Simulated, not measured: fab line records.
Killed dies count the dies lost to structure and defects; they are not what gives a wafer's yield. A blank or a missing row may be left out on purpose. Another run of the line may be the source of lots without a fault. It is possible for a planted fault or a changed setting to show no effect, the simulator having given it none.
fab line records	flow nand-harc
record lots=24	wafers=72	last-day=24
route steps=1159 shown A_STAIRCASE@564
lots that met no fault: taken from a fault-free run of the same line
start-h: the number of hours between the record's first day and the start of the first shown wafer of the lot	wait-h: time in hours since the lot's previous step	" identical to the entry in the row above	L1.1+2: several wafers, shown together as one row	- either no value or no given start	* or withheld: withheld	< > ~ a bound
route shown NAME@n: names a module that has steps shown in the file, with the first one's number in the route	usual: the fault-free wafers' mean and standard deviation	same: alike in all rows	chamber/n: place in a boat	sites: the reading at each site	_std_site: the values' standard deviation	_edge_site: inner sites' mean taken away from outer sites' mean	radius-mm: for every site, how far away it sits from the centre of the wafer	mask NAME#n: copy n	behind: the tool/chamber that last shaped the wafer	hold: reason for holding the lot/hours on hold/outcome of the hold	device: the n, p or np transistor that did not switch	end of line: tests run on the same wafers once the route is complete	where a step has no rows: the recipe by itself	killed: the dies lost at the first sort to structure and to defects; this is not the yield of the wafer	map: per-die view of a wafer (x killed, . not killed, _ where there is no die)
set.NAME: the run value of the setting; set.NAME@STEP: its run value at that earlier step	model.NAME: the simulator's own value behind a step, which no gauge read
steps of the route over a sample of lots; a table a step, a row a wafer
services: a tool's chamber out of use, with start hour (start-h, from the record's first day; less than 0 if before it), hours out, and reason
## steps
# step NHARC_A_STAIRCASE_ETCH_27
# recipe target-depth-a=1000	time-s=40.5	ion-energy-ev=400	c4f8-flow-sccm=20	o2-flow-sccm=10	ar-flow-sccm=withheld	rf-w=600	bias-w=1000	chemistry=C4F8/O2
# usual oes-product-au=0.941/0.0096	rf-vpp-V=894/6.1
lot.wafer	tool	chamber	start-h	wait-h	oes-product-au	rf-hours-counter-h	rf-vpp-V
L074.4	rie-diel-04	0	-	-	0.945	44	898
L074.6	"	2	"	"	0.943	-	888
L074.5	"	3	"	"	0.938	-	901
L075.4	rie-diel-04	0	-	-	0.945	48	899
L075.6	"	0	"	"	0.938	-	899
L075.5	"	1	"	"	0.946	-	886
L079.2	rie-diel-11	1	-	-	0.941	21	890
L079.6	"	0	"	"	0.943	-	898
L079.5	"	1	"	"	0.945	-	891
L076.3	rie-diel-11	1	-	-	0.931	22	892
L076.4	"	3	"	"	0.965	20	888
L076.1	"	0	"	"	0.950	20	897
L077.1	rie-diel-04	2	-	-	0.953	54	888
L077.2	"	3	"	"	0.939	52	903
L077.6	"	3	"	"	0.940	-	904
L078.1	rie-diel-11	3	-	-	0.944	22	887
L078.2	"	0	"	"	0.931	22	899
L078.5	"	0	"	"	0.938	-	898
L083.1	rie-diel-11	3	-	-	0.960	28	886
L083.2	"	1	"	"	0.941	31	891
L083.5	"	3	"	"	0.950	-	886
L080.3	rie-diel-11	0	-	-	0.945	32	898
L080.5	"	3	"	"	0.948	-	886
L080.6	"	0	"	"	0.945	-	898
L081.2	rie-diel-03	2	-	-	0.946	25	895
L081.4	"	0	"	"	0.932	28	887
L081.6	"	2	"	"	0.951	-	896
L082.4	rie-diel-11	1	-	-	0.929	35	891
L082.1	"	3	"	"	0.938	34	888
L082.5	"	1	"	"	0.931	-	893
L085.3	rie-diel-11	3	-	-	0.947	37	887
L085.1	"	2	"	"	0.943	39	900
L085.6	"	3	"	"	0.947	-	886
L084.3	rie-diel-11	3	-	-	0.930	38	887
L084.2	"	1	"	"	0.932	39	891
L084.1	"	2	"	"	0.934	40	900
L086.1	rie-diel-03	3	-	-	0.931	37	902
L086.2	"	1	"	"	0.922	37	888
L086.6	"	3	"	"	0.932	-	903
L087.1	rie-diel-11	3	-	-	0.956	44	887
L087.6	"	3	"	"	0.944	-	886
L087.5	"	0	"	"	0.953	-	897
L092.4	rie-diel-11	3	-	-	0.963	48	887
L092.2	"	0	"	"	0.945	47	896
L092.3	"	2	"	"	0.965	50	900
L091.3	rie-diel-11	2	-	-	0.941	51	899
L091.6	"	1	"	"	0.941	-	892
L091.4	"	2	"	"	0.957	-	900
L089.4	rie-diel-11	0	-	-	0.941	49	896
L089.1	"	1	"	"	0.944	53	890
L089.2	"	2	"	"	0.957	52	899
L088.1	rie-diel-11	3	-	-	0.954	51	886
L088.4	"	0	"	"	0.936	50	899
L088.6	"	1	"	"	0.932	-	891
L093.1	rie-diel-03	0	-	-	0.947	47	887
L093.3	"	2	"	"	0.948	48	894
L093.6	"	1	"	"	0.939	-	888
L090.1	rie-diel-04	1	-	-	0.936	21	907
L090.3	"	3	"	"	0.926	19	902
L090.6	"	2	"	"	0.931	-	886
L094.4	rie-diel-11	1	-	-	0.936	59	889
L094.1	"	3	"	"	0.947	56	887
L094.3	"	0	"	"	0.939	55	896
L095.4	rie-diel-04	2	-	-	0.927	21	885
L095.3	"	3	"	"	0.930	23	900
L095.1	"	0	"	"	0.946	24	899
L096.4	rie-diel-04	0	-	-	0.922	27	896
L096.2	"	1	"	"	0.920	28	906
L096.6	"	0	"	"	0.937	-	899
L097.2	rie-diel-03	1	-	-	0.941	53	888
L097.4	"	0	"	"	0.948	55	885
L097.5	"	2	"	"	0.938	-	895
# step NHARC_A_STAIRCASE_STRIP_175
# recipe power-w=1500	temp-c=250	chemistry=O2
# usual drypump-motor-current-A=5.4/0.35	heater-power-w=318/36
lot.wafer	tool	chamber	start-h	wait-h	drypump-motor-current-A	heater-power-w	rf-hours-counter-h
L074.4	plasma-asher-01	1	236.21	0.2	5.2	265	-
L074.5	"	1	"	"	5.2	265	-
L074.6	"	0	"	"	5.0	340	-
L075.4	plasma-asher-01	0	252.01	0.2	5.0	338	-
L075.6	"	0	"	"	5.0	348	-
L075.5	"	1	"	"	5.2	270	-
L079.2	plasma-asher-02	0	252.70	0.1	5.8	334	18
L079.5	"	1	"	"	5.8	337	-
L079.6	"	0	"	"	5.8	339	-
L076.1	plasma-asher-01	1	255.18	0.1	5.2	266	50
L076.4	"	1	"	"	5.2	266	-
L076.3	"	0	"	"	5.0	346	-
L077.2	plasma-asher-01	0	255.48	0.1	5.0	342	50
L077.1	"	1	"	"	5.2	267	50
L077.6	"	1	"	"	5.2	275	-
L078.2	plasma-asher-01	1	261.46	0.1	5.2	264	53
L078.1	"	0	"	"	5.0	338	53
L078.5	"	1	"	"	5.2	267	-
L083.1	plasma-asher-01	0	287.50	0.1	5.0	337	0
L083.2	"	1	"	"	5.2	263	0
L083.5	"	0	"	"	5.0	336	-
L080.3	plasma-asher-02	0	292.06	0.2	5.8	340	-
L080.5	"	0	"	"	5.8	339	-
L080.6	"	1	"	"	5.8	338	-
L081.2	plasma-asher-01	1	292.18	0.1	5.2	259	2
L081.4	"	0	"	"	5.0	342	-
L081.6	"	0	"	"	5.0	350	-
L082.1	plasma-asher-02	1	296.69	0.1	5.8	363	32
L082.4	"	1	"	"	5.8	341	-
L082.5	"	1	"	"	5.8	340	-
L085.1	plasma-asher-02	0	301.08	0.1	5.8	336	33
L085.3	"	1	"	"	5.8	335	-
L085.6	"	0	"	"	5.8	334	-
L084.2	plasma-asher-01	0	302.53	0.3	5.0	350	5
L084.1	"	1	"	"	5.2	254	5
L084.3	"	0	"	"	5.0	340	-
L086.2	plasma-asher-02	1	319.98	0.1	5.8	340	40
L086.1	"	0	"	"	5.8	343	40
L086.6	"	1	"	"	5.8	343	-
L087.1	plasma-asher-01	0	320.25	0.1	5.0	353	11
L087.5	"	1	"	"	5.2	264	-
L087.6	"	0	"	"	5.0	356	-
L092.2	plasma-asher-02	0	334.48	0.4	5.8	337	47
L092.3	"	1	"	"	5.8	346	-
L092.4	"	0	"	"	5.8	332	-
L091.4	plasma-asher-01	0	338.16	0.2	5.0	351	-
L091.3	"	1	"	"	5.2	259	-
L091.6	"	1	"	"	5.2	256	-
L089.2	plasma-asher-02	1	342.25	0.1	5.8	346	49
L089.1	"	0	"	"	5.8	348	49
L089.4	"	0	"	"	5.8	338	-
L088.1	plasma-asher-02	1	346.14	0.2	5.8	337	51
L088.4	"	0	"	"	5.8	337	-
L088.6	"	1	"	"	5.8	349	-
L093.1	plasma-asher-01	1	349.99	0.1	5.2	263	23
L093.3	"	1	"	"	5.2	261	-
L093.6	"	0	"	"	5.0	349	-
L090.1	plasma-asher-01	1	350.27	0.1	5.2	261	23
L090.3	"	0	"	"	5.0	350	-
L090.6	"	0	"	"	5.0	342	-
L094.1	plasma-asher-02	0	356.93	0.3	5.8	333	56
L094.4	"	1	"	"	5.8	342	-
L094.3	"	0	"	"	5.8	337	-
L095.1	plasma-asher-02	0	358.55	0.4	5.8	340	57
L095.4	"	1	"	"	5.8	345	-
L095.3	"	0	"	"	5.8	344	-
L096.2	plasma-asher-01	1	365.91	0.2	5.2	257	32
L096.4	"	0	"	"	5.0	355	-
L096.6	"	1	"	"	5.2	261	-
L097.2	plasma-asher-01	1	366.55	0.1	5.2	263	33
L097.4	"	0	"	"	5.0	347	-
L097.5	"	1	"	"	5.2	257	-
# step NHARC_A_STAIRCASE_TRIM_191
# recipe time-s=211.2	o2-flow-sccm=500	ar-flow-sccm=0	bias-w=0	chemistry=O2
# usual drypump-motor-current-A=6.0/0.46	oes-product-au=1.001/0.0066	rf-vpp-V=57.7/0.92	showerhead-plenum-p-Torr=3.51/0.18	throttle-valve-pct=17.038/0.0091
lot.wafer	tool	chamber	start-h	wait-h	drypump-motor-current-A	oes-product-au	rf-hours-counter-h	rf-vpp-V	showerhead-plenum-p-Torr	throttle-valve-pct
L074.4	rie-diel-03	3	-	-	6.4	0.997	5	58.0	3.72	17.039
L074.5	"	3	"	"	6.4	0.999	-	58.9	3.72	17.033
L074.6	"	0	"	"	5.3	1.005	-	56.8	3.29	17.045
L075.4	rie-diel-11	0	-	-	6.5	0.991	19	58.1	3.59	17.037
L075.5	"	3	"	"	5.4	1.002	-	58.5	3.28	17.032
L075.6	"	0	"	"	6.5	1.007	-	57.8	3.59	17.049
L079.2	rie-diel-04	2	-	-	5.6	0.985	54	56.6	3.30	17.036
L079.5	"	1	"	"	6.1	0.996	-	58.0	3.28	17.052
L079.6	"	2	"	"	5.6	0.994	-	56.9	3.30	17.041
L076.3	rie-diel-11	3	-	-	5.4	1.009	20	56.9	3.28	17.036
L076.1	"	0	"	"	6.5	1.007	21	59.3	3.59	17.025
L076.4	"	1	"	"	5.5	1.000	23	57.2	3.41	17.040
L077.1	rie-diel-04	2	-	-	5.6	1.004	55	57.4	3.30	17.040
L077.2	"	3	"	"	6.0	1.003	53	57.4	3.70	17.050
L077.6	"	2	"	"	5.6	1.004	-	57.3	3.30	17.032
L078.2	rie-diel-11	0	-	-	6.5	1.005	24	58.1	3.59	17.052
L078.1	"	2	"	"	5.4	1.001	25	57.4	3.64	17.041
L078.5	"	3	"	"	5.4	1.010	-	58.1	3.28	17.035
L083.2	rie-diel-11	2	-	-	5.4	1.002	32	57.4	3.63	17.043
L083.1	"	1	"	"	5.5	1.005	32	57.5	3.40	17.020
L083.5	"	3	"	"	5.4	1.004	-	59.2	3.28	17.046
L080.3	rie-diel-03	3	-	-	6.4	1.005	26	57.1	3.71	17.029
L080.6	"	3	"	"	6.4	1.003	-	57.7	3.71	17.047
L080.5	"	0	"	"	5.3	0.990	-	56.5	3.28	17.035
L081.2	rie-diel-03	1	-	-	6.4	1.005	27	56.8	3.33	17.039
L081.4	"	3	"	"	6.4	0.994	26	57.4	3.71	17.035
L081.6	"	2	"	"	6.7	1.009	-	57.2	3.50	17.024
L082.1	rie-diel-04	3	-	-	6.0	1.000	1	57.5	3.70	17.027
L082.5	"	0	"	"	6.0	1.011	-	58.4	3.60	17.045
L082.4	"	3	"	"	6.0	1.002	-	57.6	3.70	17.028
L085.3	rie-diel-04	3	-	-	6.1	1.002	3	57.4	3.70	17.041
L085.1	"	0	"	"	5.9	1.014	3	57.7	3.60	17.056
L085.6	"	1	"	"	6.1	0.999	-	58.0	3.81	17.048
L084.1	rie-diel-03	1	-	-	6.4	1.004	30	56.9	3.33	17.033
L084.2	"	2	"	"	6.7	1.013	31	57.3	3.50	17.043
L084.3	"	0	"	"	5.3	1.005	33	58.6	3.28	17.032
L086.2	rie-diel-11	3	-	-	5.5	1.002	44	57.9	3.27	17.035
L086.1	"	0	"	"	6.5	0.997	43	58.8	3.58	17.031
L086.6	"	1	"	"	5.5	1.000	-	57.3	3.40	17.042
L087.1	rie-diel-04	2	-	-	5.6	1.000	9	57.3	3.29	17.056
L087.6	"	0	"	"	6.0	0.999	-	58.4	3.59	17.048
L087.5	"	1	"	"	6.2	1.001	-	59.8	3.80	17.038
L092.3	rie-diel-04	0	-	-	6.0	1.008	16	56.5	3.59	17.049
L092.2	"	2	"	"	5.7	1.000	12	57.2	3.29	17.056
L092.4	"	3	"	"	6.1	0.991	15	56.7	3.69	17.028
L091.4	rie-diel-03	1	-	-	6.4	0.999	42	57.6	3.32	17.045
L091.3	"	3	"	"	6.4	0.996	42	58.1	3.70	17.030
L091.6	"	0	"	"	5.3	0.997	-	56.4	3.27	17.026
L089.2	rie-diel-03	1	-	-	6.4	1.008	44	56.7	3.32	17.025
L089.1	"	3	"	"	6.4	1.003	44	57.4	3.70	17.028
L089.4	"	0	"	"	5.3	0.992	45	55.8	3.27	17.054
L088.1	rie-diel-11	0	-	-	6.6	1.002	51	57.3	3.57	17.046
L088.4	"	1	"	"	5.5	1.001	55	58.5	3.39	17.036
L088.6	"	0	"	"	6.6	1.006	-	57.9	3.57	17.011
L093.3	rie-diel-11	2	-	-	5.4	0.995	56	56.9	3.62	17.033
L093.1	"	1	"	"	5.5	0.998	56	56.8	3.39	17.028
L093.6	"	3	"	"	5.5	1.006	-	57.5	3.27	17.017
L090.3	rie-diel-03	2	-	-	6.7	1.002	48	56.3	3.49	17.047
L090.1	"	0	"	"	5.3	0.996	47	56.3	3.27	17.028
L090.6	"	2	"	"	6.8	0.995	-	57.9	3.49	17.035
L094.3	rie-diel-04	3	-	-	6.0	0.993	23	58.4	3.68	17.042
L094.4	"	1	"	"	6.2	0.999	26	56.8	3.79	17.032
L094.1	"	2	"	"	5.6	0.999	21	56.9	3.28	17.036
L095.3	rie-diel-04	2	-	-	5.6	1.002	22	55.6	3.28	17.034
L095.1	"	3	"	"	6.1	0.987	24	58.2	3.68	17.043
L095.4	"	0	"	"	6.0	1.005	25	59.2	3.59	17.029
L096.4	rie-diel-04	2	-	-	5.6	1.008	26	56.6	3.28	17.018
L096.2	"	0	"	"	6.0	1.009	28	58.3	3.59	17.045
L096.6	"	2	"	"	5.6	1.003	-	58.3	3.28	17.027
L097.4	rie-diel-04	0	-	-	6.0	1.005	31	58.7	3.58	17.017
L097.2	"	3	"	"	6.0	0.994	29	59.3	3.68	17.039
L097.5	"	0	"	"	6.0	1.017	-	58.1	3.59	17.030
# step NHARC_A_STAIRCASE_ETCH_192
# recipe target-depth-a=1000	time-s=40.5	ion-energy-ev=400	c4f8-flow-sccm=20	o2-flow-sccm=10	ar-flow-sccm=withheld	rf-w=600	bias-w=1000	chemistry=C4F8/O2
# usual oes-product-au=0.941/0.01	rf-vpp-V=895/6.6
lot.wafer	tool	chamber	start-h	wait-h	oes-product-au	rf-hours-counter-h	rf-vpp-V
L074.4	rie-diel-03	3	-	-	0.958	5	903
L074.5	"	1	"	"	0.956	-	888
L074.6	"	2	"	"	0.968	-	896
L075.4	rie-diel-11	1	-	-	0.935	22	891
L075.6	"	2	"	"	0.952	-	900
L075.5	"	3	"	"	0.942	-	887
L079.2	rie-diel-04	2	-	-	0.941	54	888
L079.6	"	1	"	"	0.941	-	886
L079.5	"	2	"	"	0.938	-	887
L076.4	rie-diel-11	3	-	-	0.942	20	886
L076.1	"	0	"	"	0.950	21	898
L076.3	"	2	"	"	0.941	22	899
L077.2	rie-diel-04	0	-	-	0.950	51	900
L077.1	"	3	"	"	0.937	53	901
L077.6	"	1	"	"	0.943	-	885
L078.2	rie-diel-11	1	-	-	0.945	26	890
L078.1	"	0	"	"	0.950	24	898
L078.5	"	1	"	"	0.935	-	891
L083.2	rie-diel-11	2	-	-	0.941	32	901
L083.1	"	1	"	"	0.937	32	892
L083.5	"	3	"	"	0.930	-	886
L080.3	rie-diel-03	3	-	-	0.942	26	902
L080.5	"	1	"	"	0.934	-	889
L080.6	"	2	"	"	0.938	-	895
L081.4	rie-diel-03	1	-	-	0.920	27	887
L081.2	"	0	"	"	0.933	30	887
L081.6	"	1	"	"	0.926	-	889
L082.1	rie-diel-04	0	-	-	0.934	1	898
L082.5	"	0	"	"	0.945	-	898
L082.4	"	1	"	"	0.929	-	906
L085.3	rie-diel-04	2	-	-	0.938	0	887
L085.1	"	3	"	"	0.943	3	901
L085.6	"	3	"	"	0.946	-	902
L084.2	rie-diel-03	1	-	-	0.932	30	889
L084.3	"	3	"	"	0.945	30	903
L084.1	"	0	"	"	0.958	33	887
L086.1	rie-diel-11	2	-	-	0.937	47	900
L086.2	"	1	"	"	0.945	46	890
L086.6	"	3	"	"	0.953	-	887
L087.1	rie-diel-04	2	-	-	0.950	9	888
L087.6	"	1	"	"	0.938	-	905
L087.5	"	2	"	"	0.957	-	887
L092.2	rie-diel-04	1	-	-	0.955	17	906
L092.4	"	2	"	"	0.958	12	887
L092.3	"	3	"	"	0.939	15	902
L091.4	rie-diel-03	2	-	-	0.942	45	894
L091.3	"	3	"	"	0.949	42	902
L091.6	"	2	"	"	0.933	-	894
L089.2	rie-diel-03	0	-	-	0.942	45	886
L089.1	"	1	"	"	0.937	44	888
L089.4	"	2	"	"	0.945	47	895
L088.4	rie-diel-11	1	-	-	0.937	55	893
L088.1	"	3	"	"	0.944	52	886
L088.6	"	0	"	"	0.931	-	899
L093.3	rie-diel-11	3	-	-	0.941	53	887
L093.1	"	1	"	"	0.941	56	893
L093.6	"	0	"	"	0.951	-	898
L090.1	rie-diel-03	2	-	-	0.949	48	894
L090.3	"	0	"	"	0.956	47	886
L090.6	"	1	"	"	0.958	-	889
L094.4	rie-diel-04	2	-	-	0.961	21	887
L094.1	"	3	"	"	0.936	23	903
L094.3	"	0	"	"	0.945	25	899
L095.4	rie-diel-04	0	-	-	0.945	25	898
L095.3	"	1	"	"	0.920	26	906
L095.1	"	2	"	"	0.935	22	886
L096.4	rie-diel-04	3	-	-	0.933	28	901
L096.2	"	2	"	"	0.947	26	888
L096.6	"	3	"	"	0.929	-	900
L097.4	rie-diel-04	2	-	-	0.940	27	886
L097.2	"	0	"	"	0.939	31	899
L097.5	"	2	"	"	0.937	-	886
# step NHARC_A_STAIRCASE_ETCH_194
# recipe target-depth-a=1000	time-s=40.5	ion-energy-ev=400	c4f8-flow-sccm=20	o2-flow-sccm=10	ar-flow-sccm=withheld	rf-w=600	bias-w=1000	chemistry=C4F8/O2
# usual oes-product-au=0.943/0.0098	rf-vpp-V=895/6.7
lot.wafer	tool	chamber	start-h	wait-h	oes-product-au	rf-hours-counter-h	rf-vpp-V
L074.4	rie-diel-03	2	-	-	0.973	5	896
L074.5	"	1	"	"	0.960	-	890
L074.6	"	2	"	"	0.969	-	895
L075.4	rie-diel-11	1	-	-	0.935	22	891
L075.6	"	0	"	"	0.944	-	899
L075.5	"	1	"	"	0.948	-	892
L079.2	rie-diel-04	1	-	-	0.943	51	888
L079.5	"	3	"	"	0.932	-	904
L079.6	"	0	"	"	0.954	-	899
L076.4	rie-diel-11	0	-	-	0.954	21	896
L076.3	"	1	"	"	0.938	23	894
L076.1	"	2	"	"	0.939	23	901
L077.1	rie-diel-04	0	-	-	0.934	51	898
L077.2	"	3	"	"	0.932	53	901
L077.6	"	1	"	"	0.949	-	886
L078.1	rie-diel-11	1	-	-	0.928	26	892
L078.2	"	2	"	"	0.948	26	900
L078.5	"	2	"	"	0.952	-	900
L083.1	rie-diel-11	0	-	-	0.936	30	896
L083.2	"	1	"	"	0.945	32	892
L083.5	"	3	"	"	0.949	-	885
L080.3	rie-diel-03	0	-	-	0.932	30	887
L080.6	"	2	"	"	0.942	-	896
L080.5	"	3	"	"	0.938	-	903
L081.4	rie-diel-03	1	-	-	0.941	27	888
L081.2	"	3	"	"	0.937	26	903
L081.6	"	1	"	"	0.945	-	889
L082.1	rie-diel-04	3	-	-	0.918	2	902
L082.4	"	0	"	"	0.932	-	899
L082.5	"	1	"	"	0.933	-	907
L085.3	rie-diel-04	0	-	-	0.955	3	898
L085.1	"	2	"	"	0.943	1	888
L085.6	"	0	"	"	0.951	-	899
L084.1	rie-diel-03	3	-	-	0.954	30	904
L084.2	"	0	"	"	0.941	33	887
L084.3	"	1	"	"	0.952	30	889
L086.1	rie-diel-11	0	-	-	0.960	43	898
L086.2	"	2	"	"	0.943	47	899
L086.6	"	0	"	"	0.944	-	898
L087.1	rie-diel-04	3	-	-	0.940	11	902
L087.6	"	1	"	"	0.934	-	906
L087.5	"	2	"	"	0.955	-	888
L092.2	rie-diel-04	3	-	-	0.943	15	903
L092.3	"	0	"	"	0.955	16	899
L092.4	"	1	"	"	0.950	17	905
L091.3	rie-diel-03	0	-	-	0.943	44	886
L091.4	"	2	"	"	0.946	45	896
L091.6	"	0	"	"	0.943	-	886
L089.2	rie-diel-03	0	-	-	0.952	45	888
L089.1	"	2	"	"	0.944	47	896
L089.4	"	3	"	"	0.965	44	902
L088.1	rie-diel-11	3	-	-	0.935	52	886
L088.4	"	1	"	"	0.952	55	892
L088.6	"	0	"	"	0.945	-	897
L093.1	rie-diel-11	0	-	-	0.949	52	899
L093.3	"	1	"	"	0.933	56	891
L093.6	"	2	"	"	0.938	-	899
L090.3	rie-diel-03	3	-	-	0.933	46	903
L090.1	"	1	"	"	0.956	46	887
L090.6	"	3	"	"	0.934	-	901
L094.3	rie-diel-04	2	-	-	0.947	22	886
L094.4	"	0	"	"	0.937	25	898
L094.1	"	1	"	"	0.940	26	906
L095.3	rie-diel-04	0	-	-	0.934	26	900
L095.1	"	1	"	"	0.930	27	906
L095.4	"	3	"	"	0.939	24	902
L096.2	rie-diel-04	2	-	-	0.953	26	886
L096.4	"	3	"	"	0.934	28	901
L096.6	"	3	"	"	0.932	-	900
L097.4	rie-diel-04	1	-	-	0.933	32	905
L097.2	"	3	"	"	0.931	29	901
L097.5	"	0	"	"	0.939	-	897
# step NHARC_A_STAIRCASE_TRIM_198
# recipe time-s=211.2	o2-flow-sccm=500	ar-flow-sccm=0	bias-w=0	chemistry=O2
# usual drypump-motor-current-A=5.9/0.51	oes-product-au=1.001/0.007	rf-vpp-V=57.8/0.84	showerhead-plenum-p-Torr=3.49/0.17	throttle-valve-pct=17.037/0.0091
lot.wafer	tool	chamber	start-h	wait-h	drypump-motor-current-A	oes-product-au	rf-hours-counter-h	rf-vpp-V	showerhead-plenum-p-Torr	throttle-valve-pct
L074.4	rie-diel-11	0	-	-	6.5	1.000	14	57.4	3.59	17.017
L074.5	"	3	"	"	5.5	1.005	-	57.8	3.29	17.046
L074.6	"	0	"	"	6.5	1.001	-	57.9	3.59	17.049
L075.4	rie-diel-03	2	-	-	6.8	1.003	11	58.1	3.51	17.033
L075.5	"	1	"	"	6.4	1.003	-	57.3	3.34	17.036
L075.6	"	2	"	"	6.7	0.999	-	57.1	3.51	17.041
L079.2	rie-diel-11	2	-	-	5.4	1.003	22	58.8	3.64	17.038
L079.5	"	2	"	"	5.4	1.012	-	57.1	3.64	17.047
L079.6	"	3	"	"	5.4	1.005	-	57.1	3.28	17.044
L076.1	rie-diel-11	2	-	-	5.4	1.000	23	58.0	3.64	17.035
L076.3	"	3	"	"	5.4	1.004	21	58.0	3.28	17.030
L076.4	"	0	"	"	6.5	1.008	21	57.2	3.59	17.031
L077.2	rie-diel-03	3	-	-	6.4	1.007	13	57.7	3.71	17.028
L077.1	"	0	"	"	5.3	0.989	16	56.4	3.29	17.038
L077.6	"	2	"	"	6.8	1.009	-	58.1	3.51	17.041
L078.2	rie-diel-11	2	-	-	5.4	1.006	26	58.5	3.64	17.035
L078.1	"	3	"	"	5.4	1.018	24	56.6	3.28	17.037
L078.5	"	2	"	"	5.4	1.002	-	57.1	3.64	17.037
L083.2	rie-diel-11	2	-	-	5.3	1.009	33	59.0	3.63	17.037
L083.1	"	3	"	"	5.4	1.019	30	56.5	3.28	17.030
L083.5	"	3	"	"	5.4	1.010	-	58.4	3.28	17.040
L080.3	rie-diel-03	0	-	-	5.3	0.994	30	58.0	3.28	17.035
L080.6	"	1	"	"	6.4	1.005	-	57.1	3.33	17.042
L080.5	"	2	"	"	6.7	1.001	-	57.3	3.50	17.033
L081.4	rie-diel-03	0	-	-	5.3	0.994	30	57.5	3.28	17.049
L081.2	"	2	"	"	6.8	0.989	27	59.8	3.50	17.046
L081.6	"	0	"	"	5.2	0.997	-	56.5	3.28	17.038
L082.1	rie-diel-11	2	-	-	5.4	1.001	39	60.0	3.63	17.035
L082.5	"	3	"	"	5.4	1.002	-	58.7	3.27	17.034
L082.4	"	1	"	"	5.5	1.007	-	57.3	3.40	17.058
L085.1	rie-diel-04	1	-	-	6.2	1.001	4	58.8	3.81	17.036
L085.3	"	0	"	"	5.9	1.001	4	58.5	3.60	17.049
L085.6	"	2	"	"	5.6	0.994	-	58.4	3.29	17.036
L084.3	rie-diel-03	3	-	-	6.4	1.000	30	58.5	3.70	17.027
L084.1	"	0	"	"	5.3	0.994	33	56.7	3.28	17.037
L084.2	"	1	"	"	6.4	1.001	30	56.8	3.33	17.053
L086.2	rie-diel-11	3	-	-	5.5	0.995	45	58.0	3.27	17.043
L086.1	"	1	"	"	5.5	0.984	47	56.9	3.40	17.036
L086.6	"	3	"	"	5.4	1.001	-	56.6	3.27	17.033
L087.1	rie-diel-04	0	-	-	6.0	0.998	13	58.4	3.59	17.031
L087.6	"	2	"	"	5.6	1.016	-	57.3	3.29	17.042
L087.5	"	3	"	"	6.0	0.995	-	57.4	3.69	17.048
L092.2	rie-diel-04	0	-	-	5.9	0.997	16	58.9	3.59	17.036
L092.3	"	1	"	"	6.1	1.001	17	58.9	3.80	17.033
L092.4	"	3	"	"	6.1	0.995	15	58.3	3.69	17.019
L091.3	rie-diel-11	0	-	-	6.5	1.001	49	58.4	3.57	17.025
L091.4	"	1	"	"	5.5	0.997	52	57.8	3.39	17.019
L091.6	"	3	"	"	5.4	0.999	-	57.8	3.27	17.027
L089.2	rie-diel-04	2	-	-	5.6	1.000	15	57.7	3.29	17.046
L089.1	"	3	"	"	6.0	1.000	17	58.5	3.69	17.038
L089.4	"	0	"	"	6.0	1.004	19	58.2	3.59	17.037
L088.4	rie-diel-04	2	-	-	5.6	1.004	17	56.8	3.28	17.033
L088.1	"	1	"	"	6.2	1.004	21	59.5	3.80	17.042
L088.6	"	2	"	"	5.6	1.002	-	56.1	3.28	17.056
L093.1	rie-diel-11	2	-	-	5.4	1.001	56	58.4	3.62	17.037
L093.3	"	3	"	"	5.4	0.999	53	57.0	3.27	17.015
L093.6	"	2	"	"	5.4	1.000	-	57.7	3.62	17.055
L090.3	rie-diel-03	3	-	-	6.4	1.006	46	57.6	3.70	17.043
L090.1	"	0	"	"	5.2	0.988	47	57.7	3.27	17.025
L090.6	"	2	"	"	6.8	0.994	-	55.9	3.49	17.043
L094.3	rie-diel-04	3	-	-	6.1	0.991	24	58.3	3.68	17.038
L094.4	"	0	"	"	6.0	1.005	25	57.3	3.59	17.039
L094.1	"	2	"	"	5.7	1.006	22	57.3	3.28	17.037
L095.4	rie-diel-11	0	-	-	6.6	0.987	58	57.4	3.57	17.051
L095.3	"	1	"	"	5.5	0.990	61	57.1	3.39	17.025
L095.1	"	3	"	"	5.4	0.998	59	56.8	3.26	17.036
L096.2	rie-diel-03	2	-	-	6.8	0.987	60	57.3	3.49	17.021
L096.4	"	0	"	"	5.3	0.998	58	56.3	3.27	17.034
L096.6	"	2	"	"	6.8	1.008	-	58.2	3.49	17.024
L097.4	rie-diel-03	2	-	-	6.8	1.001	60	55.6	3.49	17.040
L097.2	"	1	"	"	6.4	0.999	57	57.9	3.31	17.039
L097.5	"	2	"	"	6.8	0.999	-	59.2	3.49	17.025
## services
tool	chamber	start-h	hours	kind
rie-diel-03	-	215.43	9.0	pm
rie-diel-11	0	223.00	-	clean
rie-diel-11	1	223.00	-	clean
rie-diel-11	2	223.00	-	clean
rie-diel-11	3	223.00	-	clean
rie-diel-11	-	233.68	0.6	repair
rie-diel-11	0	247.50	-	clean
rie-diel-11	1	247.50	-	clean
rie-diel-11	2	247.50	-	clean
rie-diel-11	3	247.50	-	clean
rie-diel-11	-	266.91	0.6	repair
rie-diel-03	1	267.09	5.7	repair
rie-diel-11	0	272.00	-	clean
rie-diel-11	1	272.00	-	clean
rie-diel-11	2	272.00	-	clean
rie-diel-11	3	272.00	-	clean
rie-diel-03	1	273.67	5.0	repair
plasma-asher-01	-	276.65	9.0	pm
rie-diel-04	-	289.30	9.0	pm
rie-diel-11	0	296.52	-	clean
rie-diel-11	0	304.69	1.6	repair
rie-diel-11	3	334.96	3.5	repair
plasma-asher-02	-	360.17	9.0	pm
rie-diel-11	-	366.50	9.0	pm
## key
fault none
